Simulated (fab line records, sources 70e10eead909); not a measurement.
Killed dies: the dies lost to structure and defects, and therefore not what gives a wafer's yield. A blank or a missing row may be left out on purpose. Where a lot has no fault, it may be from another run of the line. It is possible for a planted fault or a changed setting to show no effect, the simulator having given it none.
fab line records :: flow nand_harc
record:
  lots: 6
  wafers: 18
  last_day: 33
route steps=1302 shown A_STAIRCASE@888 A_SGD_CUT@890
lots that met no fault: from a run of the same line without faults
start_h: hours from the record's first day to the start of the lot's first wafer shown :: wait_h: hours since the lot's step before :: " repeats the value in the row above :: L1.1+2: several wafers, shown together as one row :: - value missing, or start not given :: * or withheld: withheld :: < > ~ a bound
route shown NAME@n: names a module that has steps shown in the file, with the first one's number in the route :: usual: average and standard deviation across the fault-free wafers :: same: alike in all rows :: chamber/n: place in a boat :: sites: each site's reading :: _std_site: standard deviation across them :: _edge_site: mean of outer sites minus mean of inner sites :: radius_mm: for every site, how far away it sits from the centre of the wafer :: mask NAME#n: copy n :: behind: the tool/chamber that last shaped the wafer :: hold: why the lot went on hold/how many hours it stayed there/how the hold came to an end :: device: the n, p or np transistor that did not switch :: end of line: tests of these same wafers at the route's end :: step lacking rows: just its recipe :: killed: dies lost to structure and defects at the first sort, not the wafer's yield :: map: a wafer's dies, x killed, . not, _ none there
set.NAME: the setting the step ran with; set.NAME@STEP: the setting that earlier step ran with :: model.NAME: the simulator's own value behind a step, which no gauge read
lots at some steps of the route; a table a step, a row a wafer
services: when a tool's chamber went out of use (start_h, in hours from the record's first day, below 0 if earlier), for how many hours, and the reason
== steps ==
step: NHARC_A_STAIRCASE_SRD_474
step: NHARC_A_STAIRCASE_INSPECT_155
usual:
  raw_defect_count: 416/120
lot.wafer: L725.4
tool: defect_inspect-02
chamber: -
start_h: 462.23
wait_h: 0.1
raw_defect_count: 394

lot.wafer: L725.5
tool: defect_inspect-02
chamber: -
start_h: 462.23
wait_h: 0.1
raw_defect_count: 322

lot.wafer: L725.6
tool: defect_inspect-02
chamber: -
start_h: 462.23
wait_h: 0.1
raw_defect_count: 339

lot.wafer: L726.2
tool: defect_inspect-01
chamber: -
start_h: 475.14
wait_h: 0.1
raw_defect_count: 536

lot.wafer: L726.3
tool: defect_inspect-01
chamber: -
start_h: 475.14
wait_h: 0.1
raw_defect_count: 422

lot.wafer: L726.6
tool: defect_inspect-01
chamber: -
start_h: 475.14
wait_h: 0.1
raw_defect_count: 847

lot.wafer: L733.1
tool: defect_inspect-02
chamber: -
start_h: 532.58
wait_h: 0.1
raw_defect_count: 330

lot.wafer: L733.5
tool: defect_inspect-02
chamber: -
start_h: 532.58
wait_h: 0.1
raw_defect_count: 277

lot.wafer: L733.6
tool: defect_inspect-02
chamber: -
start_h: 532.58
wait_h: 0.1
raw_defect_count: 320

lot.wafer: L735.1
tool: defect_inspect-01
chamber: -
start_h: 564.86
wait_h: 0.1
raw_defect_count: 675

lot.wafer: L735.5
tool: defect_inspect-01
chamber: -
start_h: 564.86
wait_h: 0.1
raw_defect_count: 621

lot.wafer: L735.6
tool: defect_inspect-01
chamber: -
start_h: 564.86
wait_h: 0.1
raw_defect_count: 639

lot.wafer: L742.1
tool: defect_inspect-01
chamber: -
start_h: 636.91
wait_h: 0.1
raw_defect_count: 252

lot.wafer: L742.2
tool: defect_inspect-01
chamber: -
start_h: 636.91
wait_h: 0.1
raw_defect_count: 524

lot.wafer: L742.6
tool: defect_inspect-01
chamber: -
start_h: 636.91
wait_h: 0.1
raw_defect_count: 306

lot.wafer: L743.2
tool: defect_inspect-02
chamber: -
start_h: 655.24
wait_h: 0.1
raw_defect_count: 329

lot.wafer: L743.3
tool: defect_inspect-02
chamber: -
start_h: 655.24
wait_h: 0.1
raw_defect_count: 475

lot.wafer: L743.6
tool: defect_inspect-02
chamber: -
start_h: 655.24
wait_h: 0.1
raw_defect_count: 320
step: NHARC_A_SGD_CUT_DEP_00
recipe:
  target_thk_a: 500
  temp_c: 400
  target_thk_nm: 50
  flow_sccm: 200
  rf_w: 450
  material: SiNx
usual:
  heater_power_w: 752/95
lot.wafer: L725.4
tool: pecvd-03
chamber: 1
start_h: 462.38
wait_h: 0.1
heater_power_w: 801

lot.wafer: L725.5
tool: pecvd-03
chamber: 2
start_h: 462.38
wait_h: 0.1
heater_power_w: 859

lot.wafer: L725.6
tool: pecvd-03
chamber: 0
start_h: 462.38
wait_h: 0.1
heater_power_w: 659

lot.wafer: L726.2
tool: pecvd-01
chamber: 0
start_h: 475.21
wait_h: 0.1
heater_power_w: 731

lot.wafer: L726.3
tool: pecvd-01
chamber: 1
start_h: 475.21
wait_h: 0.1
heater_power_w: 813

lot.wafer: L726.6
tool: pecvd-01
chamber: 1
start_h: 475.21
wait_h: 0.1
heater_power_w: 642

lot.wafer: L733.1
tool: pecvd-02
chamber: 0
start_h: 532.64
wait_h: 0.1
heater_power_w: 782

lot.wafer: L733.6
tool: pecvd-02
chamber: 0
start_h: 532.64
wait_h: 0.1
heater_power_w: 798

lot.wafer: L733.5
tool: pecvd-02
chamber: 2
start_h: 532.64
wait_h: 0.1
heater_power_w: 520

lot.wafer: L735.1
tool: pecvd-03
chamber: 1
start_h: 564.96
wait_h: 0.1
heater_power_w: 755

lot.wafer: L735.6
tool: pecvd-03
chamber: 1
start_h: 564.96
wait_h: 0.1
heater_power_w: 784

lot.wafer: L735.5
tool: pecvd-03
chamber: 2
start_h: 564.96
wait_h: 0.1
heater_power_w: 790

lot.wafer: L742.1
tool: pecvd-01
chamber: 0
start_h: 636.98
wait_h: 0.1
heater_power_w: 752

lot.wafer: L742.2
tool: pecvd-01
chamber: 2
start_h: 636.98
wait_h: 0.1
heater_power_w: 799

lot.wafer: L742.6
tool: pecvd-01
chamber: 1
start_h: 636.98
wait_h: 0.1
heater_power_w: 812

lot.wafer: L743.2
tool: pecvd-03
chamber: 1
start_h: 655.31
wait_h: 0.1
heater_power_w: 744

lot.wafer: L743.3
tool: pecvd-03
chamber: 0
start_h: 655.31
wait_h: 0.1
heater_power_w: 754

lot.wafer: L743.6
tool: pecvd-03
chamber: 0
start_h: 655.31
wait_h: 0.1
heater_power_w: 785
step: NHARC_A_SGD_CUT_DEHYDRATE_01
recipe:
  temp_c: 150
  time_s: 120
step: NHARC_A_SGD_CUT_HMDS_02
recipe:
  time_s: 30
step: NHARC_A_SGD_CUT_COAT_56
recipe:
  temp_c: 260
  time_s: 75
step: NHARC_A_SGD_CUT_COAT_57
recipe:
  temp_c: 225
  time_s: 65
step: NHARC_A_SGD_CUT_COAT_03
recipe:
  spin_rpm: 1500
  resist_thk_nm: 90
step: NHARC_A_SGD_CUT_SOFTBAKE_04
recipe:
  temp_c: 105
  time_s: 55
step: NHARC_A_SGD_CUT_EBR_05
step: NHARC_A_SGD_CUT_EXPOSE_06
recipe:
  na: 1.35
  dose_mj: 85.59
  mask_id: SGD
step: NHARC_A_SGD_CUT_PEB_07
recipe:
  peb_temp_c: 100
  peb_time_s: 65
usual:
  chill_plate_temp_C: 23.01/0.1
  exhaust_pa: 45.0/0.88
  heater_power_total_W: 156.6/0.45
lot.wafer: L725.4
tool: litho_track-06
chamber: 0
start_h: 462.94
wait_h: 0.1
chill_plate_temp_C: 22.95
exhaust_pa: 44.8
heater_power_total_W: 156.3

lot.wafer: L725.5
tool: litho_track-06
chamber: 0
start_h: 462.94
wait_h: 0.1
chill_plate_temp_C: 23.09
exhaust_pa: 45.1
heater_power_total_W: 157.1

lot.wafer: L725.6
tool: litho_track-06
chamber: 0
start_h: 462.94
wait_h: 0.1
chill_plate_temp_C: 22.93
exhaust_pa: 44.0
heater_power_total_W: 157.1

lot.wafer: L726.2
tool: litho_track-01
chamber: 0
start_h: 475.85
wait_h: 0.1
chill_plate_temp_C: 22.99
exhaust_pa: 44.2
heater_power_total_W: 156.1

lot.wafer: L726.3
tool: litho_track-01
chamber: 0
start_h: 475.85
wait_h: 0.1
chill_plate_temp_C: 23.07
exhaust_pa: 45.2
heater_power_total_W: 157.1

lot.wafer: L726.6
tool: litho_track-01
chamber: 0
start_h: 475.85
wait_h: 0.1
chill_plate_temp_C: 22.87
exhaust_pa: 44.4
heater_power_total_W: 155.9

lot.wafer: L733.1
tool: litho_track-01
chamber: -
start_h: 533.29
wait_h: 0.1
chill_plate_temp_C: -
exhaust_pa: -
heater_power_total_W: -

lot.wafer: L733.5
tool: litho_track-01
chamber: -
start_h: 533.29
wait_h: 0.1
chill_plate_temp_C: -
exhaust_pa: -
heater_power_total_W: -

lot.wafer: L733.6
tool: litho_track-01
chamber: -
start_h: 533.29
wait_h: 0.1
chill_plate_temp_C: -
exhaust_pa: -
heater_power_total_W: -

lot.wafer: L735.1
tool: litho_track-04
chamber: -
start_h: 565.57
wait_h: 0.1
chill_plate_temp_C: -
exhaust_pa: -
heater_power_total_W: -

lot.wafer: L735.5
tool: litho_track-04
chamber: -
start_h: 565.57
wait_h: 0.1
chill_plate_temp_C: -
exhaust_pa: -
heater_power_total_W: -

lot.wafer: L735.6
tool: litho_track-04
chamber: -
start_h: 565.57
wait_h: 0.1
chill_plate_temp_C: -
exhaust_pa: -
heater_power_total_W: -

lot.wafer: L742.1
tool: litho_track-06
chamber: 0
start_h: 637.62
wait_h: 0.1
chill_plate_temp_C: 23.02
exhaust_pa: 46.1
heater_power_total_W: 155.9

lot.wafer: L742.2
tool: litho_track-06
chamber: 0
start_h: 637.62
wait_h: 0.1
chill_plate_temp_C: 23.06
exhaust_pa: 45.6
heater_power_total_W: 156.2

lot.wafer: L742.6
tool: litho_track-06
chamber: 0
start_h: 637.62
wait_h: 0.1
chill_plate_temp_C: 23.10
exhaust_pa: 45.7
heater_power_total_W: 156.1

lot.wafer: L743.2
tool: litho_track-06
chamber: 0
start_h: 655.96
wait_h: 0.1
chill_plate_temp_C: 22.81
exhaust_pa: 43.8
heater_power_total_W: 157.1

lot.wafer: L743.3
tool: litho_track-06
chamber: 0
start_h: 655.96
wait_h: 0.1
chill_plate_temp_C: 22.91
exhaust_pa: 44.8
heater_power_total_W: 156.8

lot.wafer: L743.6
tool: litho_track-06
chamber: 0
start_h: 655.96
wait_h: 0.1
chill_plate_temp_C: 22.88
exhaust_pa: 44.2
heater_power_total_W: 157.1
step: NHARC_A_SGD_CUT_DEVELOP_08
recipe:
  develop_time_s: 35
  dev_temp_c: 23
== services ==
tool: pecvd-01
chamber: -
start_h: 492.00
hours: 13.0
kind: pm

tool: pecvd-01
chamber: 0
start_h: 492.00
hours: 13.0
kind: vent_cycle

tool: pecvd-01
chamber: 1
start_h: 492.00
hours: 13.0
kind: vent_cycle

tool: pecvd-01
chamber: 2
start_h: 492.00
hours: 13.0
kind: vent_cycle

tool: pecvd-01
chamber: 0
start_h: 505.00
hours: -
kind: clean

tool: pecvd-01
chamber: 1
start_h: 505.00
hours: -
kind: clean

tool: pecvd-01
chamber: 2
start_h: 505.00
hours: -
kind: clean

tool: litho_track-01
chamber: -
start_h: 505.01
hours: 7.0
kind: pm

tool: litho_track-06
chamber: -
start_h: 529.00
hours: 7.0
kind: pm

tool: pecvd-03
chamber: -
start_h: 547.19
hours: 13.0
kind: pm

tool: pecvd-03
chamber: 0
start_h: 547.19
hours: 13.0
kind: vent_cycle

tool: pecvd-03
chamber: 1
start_h: 547.19
hours: 13.0
kind: vent_cycle

tool: pecvd-03
chamber: 2
start_h: 547.19
hours: 13.0
kind: vent_cycle

tool: litho_track-04
chamber: -
start_h: 553.00
hours: 7.0
kind: pm

tool: pecvd-03
chamber: 0
start_h: 560.19
hours: -
kind: clean

tool: pecvd-03
chamber: 1
start_h: 560.19
hours: -
kind: clean

tool: pecvd-03
chamber: 2
start_h: 560.19
hours: -
kind: clean

tool: pecvd-02
chamber: -
start_h: 575.89
hours: 1.4
kind: repair

tool: pecvd-03
chamber: 2
start_h: 585.82
hours: 4.0
kind: repair

tool: pecvd-02
chamber: -
start_h: 589.33
hours: 13.0
kind: pm

tool: pecvd-03
chamber: 0
start_h: 603.76
hours: 3.6
kind: repair

tool: pecvd-02
chamber: 0
start_h: 606.05
hours: 12.2
kind: repair

tool: pecvd-02
chamber: -
start_h: 613.46
hours: 1.4
kind: repair

tool: pecvd-01
chamber: -
start_h: 647.51
hours: 0.3
kind: repair
== key ==
first_sign:
  step: NHARC_A_SGD_CUT_PEB_07
  reading: tool_record
  direction: missing
effect none on later readings
met_at NHARC_A_SGD_CUT_PEB_07
struck_wafers L733.1,L733.5,L733.6,L735.1,L735.5,L735.6
later_rows_left_out L733.1,L733.5,L733.6,L735.1,L735.5,L735.6
sort_left_out L733.1,L733.5,L733.6,L735.1,L735.5,L735.6
tester_left_out L733,L735
onset_between 475.85 533.29
fault:
  kind: skipped_step_whole
  tool: litho_track-01,litho_track-04
  chamber: -
  onset_h: 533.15
  steps: NHARC_A_SGD_CUT_PEB_07
  scope: struck_lots_only
tester_left_out: of these lots the tester's yield and bins aren't shown, on N5 and GAA mostly nor the transistor test; their killed dies are dies lost to structure and defects alone, not to doping, threshold or leakage, so they don't give the yield
sort_left_out: the simulated sort isn't trusted on such a fault, so these wafers' sort isn't shown, and their yield isn't known
later_rows_left_out: the simulator's readings of these wafers behind a module that went badly wrong aren't trusted and aren't shown, but for the sort
